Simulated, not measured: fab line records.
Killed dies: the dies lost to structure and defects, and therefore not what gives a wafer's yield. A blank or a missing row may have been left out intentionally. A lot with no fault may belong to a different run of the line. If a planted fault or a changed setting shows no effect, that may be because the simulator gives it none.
What tool caused it? || flow n5Finfet || Sampling: 9 lots, 25 wafers, 3 of 1938 route steps

## WHAT THE GAUGES SHOWED, per wafer
N5_BEOL_M4_RC_MEAS_101. Usual: DIBL_N 36.0 mV/V, standard deviation 1.7; DIBL_P 36.0 mV/V, standard deviation 2; IOFF_N 0.156 nA/um, standard deviation 0.028; IOFF_P 0.21 nA/um, standard deviation 0.04; ION_N 673 uA/um, standard deviation 12; ION_P 463 uA/um, standard deviation 8.3; SS_N 71.4 mV/dec, standard deviation 0.6; SS_P 73.3 mV/dec, standard deviation 0.66; VT_N 250 mV, standard deviation 3; VT_P -250 mV, standard deviation 3.8.
{"lot": "L295", "measured": "day 7 21:32", "on": "prober-01", "DIBL_N (mV/V)": "35.2 33.2 33.7", "DIBL_P (mV/V)": "35.4 33.1 34.3", "IOFF_N (nA/um)": "0.146 0.118 0.132", "IOFF_P (nA/um)": "0.20 0.16 0.19", "ION_N (uA/um)": "668 661 667", "ION_P (uA/um)": "470 461 458", "SS_N (mV/dec)": "71.2 70.4 71.0", "SS_P (mV/dec)": "73.2 73.0 72.7", "VT_N (mV)": "252 254 252", "VT_P (mV)": "-250 -253 -250", "flag": ""}
{"lot": "L297", "measured": "day 8 01:18", "on": "prober-02", "DIBL_N (mV/V)": "35.8 38.5 35.0", "DIBL_P (mV/V)": "35.5 39.1 35.3", "IOFF_N (nA/um)": "0.155 0.207 0.146", "IOFF_P (nA/um)": "0.16 0.22 0.17", "ION_N (uA/um)": "674 680 668", "ION_P (uA/um)": "460 454 454", "SS_N (mV/dec)": "72.5 72.3 70.5", "SS_P (mV/dec)": "73.2 74.7 73.0", "VT_N (mV)": "250 248 248", "VT_P (mV)": "-257 -251 -256", "flag": ""}
{"lot": "L300", "measured": "day 8 22:27", "on": "prober-01", "DIBL_N (mV/V)": "34.8 37.8 35.3", "DIBL_P (mV/V)": "33.7 38.1 34.2", "IOFF_N (nA/um)": "0.118 0.169 0.136", "IOFF_P (nA/um)": "0.18 0.24 0.18", "ION_N (uA/um)": "652 669 672", "ION_P (uA/um)": "454 465 463", "SS_N (mV/dec)": "71.3 72.4 71.1", "SS_P (mV/dec)": "73.1 73.7 72.9", "VT_N (mV)": "255 250 250", "VT_P (mV)": "-252 -246 -252", "flag": ""}
{"lot": "L305", "measured": "day 10 11:10", "on": "prober-02", "DIBL_N (mV/V)": "32.3 34.6 34.7", "DIBL_P (mV/V)": "32.4 35.4 35.3", "IOFF_N (nA/um)": "0.112 0.156 0.142", "IOFF_P (nA/um)": "0.19 0.23 0.22", "ION_N (uA/um)": "658 682 660", "ION_P (uA/um)": "462 467 459", "SS_N (mV/dec)": "70.2 71.0 71.6", "SS_P (mV/dec)": "72.7 73.5 73.2", "VT_N (mV)": "254 250 252", "VT_P (mV)": "-249 -247 -247", "flag": ""}
{"lot": "L312", "measured": "day 12 10:28", "on": "prober-02", "DIBL_N (mV/V)": "37.1 37.9", "DIBL_P (mV/V)": "36.2 36.2", "IOFF_N (nA/um)": "0.156 0.163", "IOFF_P (nA/um)": "0.22 0.22", "ION_N (uA/um)": "687 672", "ION_P (uA/um)": "470 460", "SS_N (mV/dec)": "71.3 71.2", "SS_P (mV/dec)": "72.2 72.9", "VT_N (mV)": "248 251", "VT_P (mV)": "-248 -249", "flag": ""}
{"lot": "L313", "measured": "day 12 11:52", "on": "prober-01", "DIBL_N (mV/V)": "34.1 33.2 32.0", "DIBL_P (mV/V)": "35.3 33.7 32.7", "IOFF_N (nA/um)": "0.130 0.116 0.098", "IOFF_P (nA/um)": "0.16 0.15 0.13", "ION_N (uA/um)": "660 672 652", "ION_P (uA/um)": "447 451 450", "SS_N (mV/dec)": "71.4 71.2 70.7", "SS_P (mV/dec)": "72.9 72.9 72.6", "VT_N (mV)": "252 251 257", "VT_P (mV)": "-257 -256 -257", "flag": ""}
{"lot": "L314", "measured": "day 13 01:37", "on": "prober-02", "DIBL_N (mV/V)": "34.4 34.5", "DIBL_P (mV/V)": "34.3 33.9", "IOFF_N (nA/um)": "0.118 0.125", "IOFF_P (nA/um)": "0.18 0.18", "ION_N (uA/um)": "667 662", "ION_P (uA/um)": "462 463", "SS_N (mV/dec)": "70.8 71.1", "SS_P (mV/dec)": "72.6 72.5", "VT_N (mV)": "256 252", "VT_P (mV)": "-251 -252", "flag": ""}
{"lot": "L316", "measured": "day 13 08:37", "on": "prober-02", "DIBL_N (mV/V)": "34.3 34.2 34.4", "DIBL_P (mV/V)": "34.3 33.8 34.6", "IOFF_N (nA/um)": "0.137 0.136 0.143", "IOFF_P (nA/um)": "0.20 0.19 0.21", "ION_N (uA/um)": "671 672 675", "ION_P (uA/um)": "463 468 472", "SS_N (mV/dec)": "71.6 70.3 70.9", "SS_P (mV/dec)": "73.4 72.6 73.2", "VT_N (mV)": "252 250 249", "VT_P (mV)": "-247 -249 -245", "flag": ""}
{"lot": "L318", "measured": "day 14 00:35", "on": "prober-02", "DIBL_N (mV/V)": "36.8 36.1 36.3", "DIBL_P (mV/V)": "37.8 37.0 36.7", "IOFF_N (nA/um)": "0.184 0.167 0.166", "IOFF_P (nA/um)": "0.23 0.21 0.21", "ION_N (uA/um)": "694 684 680", "ION_P (uA/um)": "471 464 459", "SS_N (mV/dec)": "71.0 71.1 71.8", "SS_P (mV/dec)": "73.2 72.9 73.4", "VT_N (mV)": "246 248 247", "VT_P (mV)": "-249 -251 -253", "flag": ""}

N5_BEOL_M7_CD_MEAS_18: pitch 80 nm, target cd 40 nm. Usual: cdNm at 40.4 nm, with a standard deviation of 0.66.
{"lot": "L295", "measured": "day 8 22:29", "on": "cdSem-02", "cdNm (nm)": "41.6 41.3 40.5", "flag": ""}
{"lot": "L297", "measured": "day 8 22:58", "on": "cdSem-03", "cdNm (nm)": "40.0 39.9 38.7", "flag": ""}
{"lot": "L300", "measured": "day 9 20:23", "on": "cdSem-01", "cdNm (nm)": "42.0 41.1 41.7", "flag": ""}
{"lot": "L305", "measured": "day 11 13:23", "on": "cdSem-03", "cdNm (nm)": "40.2 40.5 40.4", "flag": ""}
{"lot": "L312", "measured": "day 13 07:56", "on": "cdSem-01", "cdNm (nm)": "40.0 41.4", "flag": ""}
{"lot": "L313", "measured": "day 13 11:13", "on": "cdSem-02", "cdNm (nm)": "39.4 39.1 39.4", "flag": ""}
{"lot": "L314", "measured": "day 14 03:01", "on": "cdSem-03", "cdNm (nm)": "40.0 39.9", "flag": ""}
{"lot": "L316", "measured": "day 14 13:50", "on": "cdSem-01", "cdNm (nm)": "40.8 39.9 40.7", "flag": ""}
{"lot": "L318", "measured": "day 15 06:27", "on": "cdSem-02", "cdNm (nm)": "40.3 40.4 40.2", "flag": ""}

## TOOL THAT RAN EACH LOT (tool first, then ch and the chambers of the sampled wafers, then the start)
{"lot": "L295", "N5_BEOL_M7_STRIP_19": "rieDiel-04 ch 1,2,3, day 8 22:25"}
{"lot": "L297", "N5_BEOL_M7_STRIP_19": "rieDiel-02 ch 0,3, day 8 22:54"}
{"lot": "L300", "N5_BEOL_M7_STRIP_19": "rieDiel-02 ch 0,1,2, day 9 20:19"}
{"lot": "L305", "N5_BEOL_M7_STRIP_19": "rieDiel-02 ch 0,1,2, day 11 13:19"}
{"lot": "L312", "N5_BEOL_M7_STRIP_19": "rieDiel-02 ch 0,3, day 13 07:52"}
{"lot": "L313", "N5_BEOL_M7_STRIP_19": "rieDiel-05 ch 0,3, day 13 11:09"}
{"lot": "L314", "N5_BEOL_M7_STRIP_19": "rieDiel-05 ch 0,3, day 14 02:57"}
{"lot": "L316", "N5_BEOL_M7_STRIP_19": "rieDiel-05 ch 1,2,3, day 14 13:46"}
{"lot": "L318", "N5_BEOL_M7_STRIP_19": "rieDiel-05 ch 1,3, day 15 06:22"}
- N5_BEOL_M7_STRIP_19: strips in O2.

## WHAT THE TOOLS THEMSELVES READ (means of the sampled wafers that have a number; where no wafer has one, the mark that the record gives instead)
N5_BEOL_M7_STRIP_19. Usual: drypumpMotorCurrentA 5.9 A, standard deviation 0.55; oesProductAu 0.82 a.u., standard deviation 0.099; rfVppV 3.6 V, standard deviation 0.61; showerheadPlenumPTorr 2.11 Torr, standard deviation 0.079; throttleValvePct 16.61 %, standard deviation 0.2.
{"lot": "L295", "tool": "rieDiel-04", "drypumpMotorCurrentA (A)": 5.5, "oesProductAu (a.u.)": 0.77, "rfVppV (V)": 4.1, "showerheadPlenumPTorr (Torr)": 2.19, "throttleValvePct (%)": 16.54, "flag": ""}
{"lot": "L297", "tool": "rieDiel-02", "drypumpMotorCurrentA (A)": 6.0, "oesProductAu (a.u.)": 0.74, "rfVppV (V)": 3.9, "showerheadPlenumPTorr (Torr)": 2.05, "throttleValvePct (%)": 16.76, "flag": ""}
{"lot": "L300", "tool": "rieDiel-02", "drypumpMotorCurrentA (A)": 6.0, "oesProductAu (a.u.)": 0.93, "rfVppV (V)": 3.7, "showerheadPlenumPTorr (Torr)": 2.13, "throttleValvePct (%)": 16.55, "flag": ""}
{"lot": "L305", "tool": "rieDiel-02", "drypumpMotorCurrentA (A)": 6.0, "oesProductAu (a.u.)": 0.89, "rfVppV (V)": 3.3, "showerheadPlenumPTorr (Torr)": 2.12, "throttleValvePct (%)": 16.58, "flag": ""}
{"lot": "L312", "tool": "rieDiel-02", "drypumpMotorCurrentA (A)": 5.8, "oesProductAu (a.u.)": 0.85, "rfVppV (V)": 3.2, "showerheadPlenumPTorr (Torr)": 2.15, "throttleValvePct (%)": 16.58, "flag": ""}
{"lot": "L313", "tool": "rieDiel-05", "drypumpMotorCurrentA (A)": 6.1, "oesProductAu (a.u.)": 0.74, "rfVppV (V)": 3.6, "showerheadPlenumPTorr (Torr)": 2.05, "throttleValvePct (%)": 16.64, "flag": ""}
{"lot": "L314", "tool": "rieDiel-05", "drypumpMotorCurrentA (A)": 5.9, "oesProductAu (a.u.)": 0.72, "rfVppV (V)": 4.0, "showerheadPlenumPTorr (Torr)": 2.08, "throttleValvePct (%)": 16.67, "flag": ""}
{"lot": "L316", "tool": "rieDiel-05", "drypumpMotorCurrentA (A)": 6.1, "oesProductAu (a.u.)": 0.78, "rfVppV (V)": 3.3, "showerheadPlenumPTorr (Torr)": 2.02, "throttleValvePct (%)": 16.68, "flag": ""}
{"lot": "L318", "tool": "rieDiel-05", "drypumpMotorCurrentA (A)": 5.8, "oesProductAu (a.u.)": 0.74, "rfVppV (V)": 3.9, "showerheadPlenumPTorr (Torr)": 2.01, "throttleValvePct (%)": 16.67, "flag": ""}

## THE ANSWER, worked out from the rows above alone
Rule: a lot counts as off when the mean over its wafers that have a number is more than 3 standard deviations away from the usual mean. A lot without any number at a reading at which 4 lots or more have one is off too. Any other lot the step has rows for is counted as sound. After the gauges, taken in route order, come the tools' own readings; for these a lot's mean is taken, as printed above. The first step at which some lot is off is used, and at that step the reading that is off furthest; a lot without a number counts as furthest.
Across all readings shown, no lot is off: no conclusion can be drawn from this.

## WHAT HAD BEEN PUT IN BY THE SIMULATOR
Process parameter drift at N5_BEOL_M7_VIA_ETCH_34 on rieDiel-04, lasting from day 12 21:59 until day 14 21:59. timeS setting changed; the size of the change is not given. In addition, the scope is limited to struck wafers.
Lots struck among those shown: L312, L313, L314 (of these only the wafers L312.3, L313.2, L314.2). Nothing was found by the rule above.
